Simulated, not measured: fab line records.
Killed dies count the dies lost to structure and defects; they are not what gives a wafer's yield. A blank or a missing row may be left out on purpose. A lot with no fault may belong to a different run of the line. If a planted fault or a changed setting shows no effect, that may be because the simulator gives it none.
Comparing a struck lot with a sound one + flow n5-finfet + 39 out of 1938 route steps
Sound: the wafers L209.1, L209.2, L209.5. Struck: wafer L214.2; the same lot's L214.3 was not struck, so it is left out; see the end for the cause.
Order at every step that has rows: each side's tool, ch and its chambers, its first start. Under that, the readings that differ: sound wafers + struck wafers + difference of the means + sigmas: that difference in standard deviations of wafers without a fault.
alike: same words and numbers on both sides, and readings whose means sit less than 2 such deviations apart. not compared: any withheld reading, any reading some wafer has no value for, any bound like >300 that may hide the same value, and any number with overlapping values for which the record gives no deviation.
The two part at a step that has a row with sigmas, a row that says differs or no value, or rows on one side only. Non-overlapping numbers with no deviation appear without sigmas and do not part them. A reading missing from all wafers of one side parts the sides only when that side holds two or more wafers.

first, 9 steps without rows for these wafers: N5_HKMG_FIN_DESCUM_17 (chemistry O2, time 7.9 s); N5_HKMG_FIN_ETCH_31 (etches SiARC in CF4, target depth 45.5 nm, time 75.8 s); N5_HKMG_FIN_ETCH_32 (etches SOC in N2/H2, target depth 240 nm, time 300 s); N5_HKMG_FIN_STRIP_33 (strips in N2/H2); N5_HKMG_FIN_STRIP_34 (strips in CF4); N5_HKMG_FIN_ETCH_35 (etches SOC in N2/H2, target depth 215.8 nm, time 243.4 s); N5_HKMG_FIN_STRIP_92 (strips SOC in N2/H2, time 20 s); N5_HKMG_FIN_WET_ETCH_18 (etches TiN in SC1, time 55 s, target depth 5.2 nm, rinse time 30 s); N5_HKMG_FIN_STRIP_19 (strips in N2/H2, time 360 s).
N5_HKMG_FIN_ALD_91: deposits TiN, target thk 1 nm, pulse time 1 s, purge time 3 s.
  sound on ald-metal-02 ch 0,3, day 7 03:40; struck on ald-metal-02 ch 2, day 8 13:07
| reading    | sound    | struck | difference | sigmas |
|------------|----------|--------|------------|--------|
| ald-cycles | 47 47 47 | 33     | -14        |        |
  alike: heater-power-outer-w, heater-power-w, precursor-pulse-height-rel
then, 27 steps without rows for these wafers: N5_HKMG_FIN_COAT_85 (time 60 s, resist thk 300 nm); N5_HKMG_FIN_ETCH_86 (etches SOC in N2/H2, stops on TiN, target depth 393.2 nm); N5_HKMG_FIN_STRIP_89 (strips SOC in N2/H2, time 20 s); N5_HKMG_FIN_WET_ETCH_87 (etches TiN in SC1, time 154.2 s, target depth 4.7 nm, rinse time 30 s); N5_HKMG_FIN_STRIP_88 (strips in N2/H2, time 360 s); N5_HKMG_FIN_NWFM_ALD_20 (deposits TiAlC, target thk 2 nm, pulse time 3 s, purge time 2 s); N5_HKMG_FIN_ALD_71 (deposits TiN, target thk 1 nm, pulse time 1 s, purge time 3 s); N5_HKMG_FIN_COAT_66 (time 60 s, resist thk 300 nm); N5_HKMG_FIN_ETCH_67 (etches SOC in N2/H2, stops on TiN, target depth 388.9 nm); N5_HKMG_FIN_STRIP_90 (strips SOC in N2/H2, time 20 s); N5_HKMG_FIN_WET_ETCH_73 (etches the open film in SC1, time 42.3 s, target depth 1.3 nm, rinse time 30 s); N5_HKMG_FIN_ETCHBACK_68 (etches the open film in Cl2/Ar, stops on HfO2, target depth 0.5 nm); N5_HKMG_FIN_STRIP_69 (strips in N2/H2, time 360 s); N5_HKMG_FIN_ALD_21 (deposits TiN, target thk 1.5 nm, pulse time 1 s, purge time 3 s); N5_HKMG_FIN_ALD_72 (deposits W, target thk 2 nm, pulse time 1 s, purge time 2 s); N5_HKMG_FIN_W_FILL_22 (material W, target thk 60 nm, time 18.2 s); N5_HKMG_FIN_PRECLEAN_83 (cleans in DIW, time 57.5 s); N5_HKMG_FIN_SRD_84 (dry time 32 s); N5_HKMG_FIN_CMP_23 (polishes, stops on SiNx, t overpolish 10 s, target thk 46.326 nm); N5_HKMG_FIN_CMP_94 (polishes, stops on SiNx, t overpolish 4.7 s, target thk 43.299 nm); N5_GATE_CUT_ETCHBACK_00 (etches W in SF6/Cl2); N5_GATE_CUT_ETCH_56 (etches TiN in Cl2/Ar, target depth 21.6 nm); N5_GATE_CUT_ETCHBACK_30 (etches TiN in Cl2/Ar, target depth 3 nm); N5_GATE_CUT_VAPOR_ETCH_60 (etches HfO2 in BCl3/Cl2); N5_GATE_CUT_ETCH_58 (etches SiNx in CH3F/O2, target depth 17 nm, time 128.6 s); N5_GATE_CUT_STRIP_59 (strips in N2/H2, time 20 s); N5_GATE_CUT_PRECLEAN_31 (cleans in DIW, time 300 s).
-- here the record skips 4 days between the struck wafers' starts before and after, leaving off in module GATE_CUT and picking up in module BEOL_M4 (first step shown: number 1111 of the route) --
N5_BEOL_M4_RC_MEAS_101:
  sound on prober-02 ch 0, day 11 00:19; struck on prober-01 ch 0, day 12 05:32
| reading             | sound                      | struck    | difference | sigmas |
|---------------------|----------------------------|-----------|------------|--------|
| IOFF_N (nA/um)      | 0.242 0.125 0.182          | 0.520     | +0.337     | +11    |
| IOFF_N_85C (nA/um)  | 4.4 2.5 3.4                | 8.4       | +5.0       | +11    |
| IOFF_N_LIN (nA/um)  | 0.102 0.061 0.079          | 0.250     | +0.169     | +15    |
| IOFF_N_LONG (nA/um) | 5.36e-05 5.24e-05 5.41e-05 | 0.0001622 | +0.0001088 | +45    |
| IOFF_P (nA/um)      | 0.28 0.19 0.24             | 0.14      | -0.10      | -3     |
| IOFF_P_LIN (nA/um)  | 0.125 0.094 0.114          | 0.068     | -0.043     | -3     |
| ION_N (uA/um)       | 691 652 673                | 748       | +76        | +6     |
| ION_P (uA/um)       | 470 459 461                | 447       | -16        | -2     |
| SS_N (mV/dec)       | 72.5 71.3 72.7             | 71.0      | -1.2       | -2     |
| VT_N (mV)           | 245.4 252.5 248.5          | 215.0     | -33.8      | -13    |
| VT_N_LONG (mV)      | 276.1 275.4 274.3          | 240.9     | -34.4      | -17    |
| VT_N_LVT (mV)       | 95 105 100                 | 64        | -36        | -12    |
| VT_P (mV)           | -246 -249 -248             | -261      | -13        | -4     |
| VT_P_LONG (mV)      | -274 -276 -277             | -287      | -11        | -3     |
| VT_P_LVT (mV)       | -98.1 -102.5 -99.5         | -109.3    | -9.3       | -3     |
  alike: DIBL_N, DIBL_P, SS_P
-- the record jumps here: 4 days lie between the struck wafers' starts before and after (it left off in module BEOL_M4 and takes up again in module PASSIVATION, whose first step shown is number 1936 of the route) --
N5_PASSIVATION_PROBE_49:
  struck on prober-02, day 16 17:13; sound on prober-02, day 15 20:30
| reading                | sound          | struck | difference | sigmas      |
|------------------------|----------------|--------|------------|-------------|
| sort_bin_4_leakage (%) | 0 0 0          | 59.83  | +59.83     | +99 or more |
| sort-n-pass            | 1062 1083 1085 | 374    | -703       | -41         |
| sort-yield-pct (%)     | 90.0 91.8 91.9 | 31.7   | -59.5      | -40         |
  alike: defect-limited-yield, killed_at_M0_to_M3, killed_at_M4_up, killed-at-contacts, killed-at-front-end, killed-at-other, killed-dies, killed-open, killed-short, sort_bin_5_function, sort_bin_6_memory, sort_bin_8_speed

## WHERE THEY PART
Last at N5_PASSIVATION_PROBE_49 as far as this record goes, first at N5_BEOL_M4_RC_MEAS_101.

WHY: what the simulator had put in
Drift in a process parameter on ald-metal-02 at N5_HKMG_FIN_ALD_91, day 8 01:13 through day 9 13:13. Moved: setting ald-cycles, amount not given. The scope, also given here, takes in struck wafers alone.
